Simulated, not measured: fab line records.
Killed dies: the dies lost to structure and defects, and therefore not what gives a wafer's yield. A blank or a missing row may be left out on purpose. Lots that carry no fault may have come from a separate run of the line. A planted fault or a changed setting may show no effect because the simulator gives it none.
Chamber matching + flow n5 finfet + rie diel-04 running N5_BEOL_M8_DESCUM_16: 4 sister chambers
The step chemistry O2, time 7.9 s. 4 wafers are shown with their chamber, then 9 later ones without.

WAFERS WITH THEIR CHAMBER
| wafer  | chamber | drypump motor current A (A) |
|--------|---------|-----------------------------|
| L740.6 | 1       | 5.3                         |
| L744.1 | 2       | 5.5                         |
| L744.2 | 3       | 5.8                         |
| L744.6 | 0       | 6.6                         |

WAFERS MISSING THEIR CHAMBER
| wafer  | drypump motor current A (A) |
|--------|-----------------------------|
| L746.3 | 6.7                         |
| L746.4 | 5.3                         |
| L746.5 | 5.3                         |
| L750.1 | 6.6                         |
| L750.3 | 5.8                         |
| L750.4 | 5.3                         |
| L753.2 | 6.7                         |
| L753.3 | 5.5                         |
| L753.4 | 5.8                         |

EACH ONE'S CHAMBER
| wafer  | from the rows above | in truth |
|--------|---------------------|----------|
| L746.3 | 0                   | 0        |
| L746.4 | 1                   | 1        |
| L746.5 | 1                   | 1        |
| L750.1 | 0                   | 0        |
| L750.3 | 3                   | 3        |
| L750.4 | 1                   | 1        |
| L753.2 | 0                   | 0        |
| L753.3 | 2                   | 2        |
| L753.4 | 3                   | 3        |
Correct placement for 9 of the 9. Number that these rows cannot place: 0. Wrongly placed: 0.
How it was worked out, from the rows above alone: a wafer's distance from a chamber is the root of the sum, over the readings, of the square of ((its reading less the chamber's mean) divided by the reading's scatter). If the next closest chamber is less than 2 further off than the closest, the wafer can't be placed; otherwise it belongs to the closest. The mean given for a chamber averages the wafers shown for that chamber. The scatter: with one shown wafer a chamber, the root of the mean of the squares of how far each hidden wafer lies from its nearest shown one.
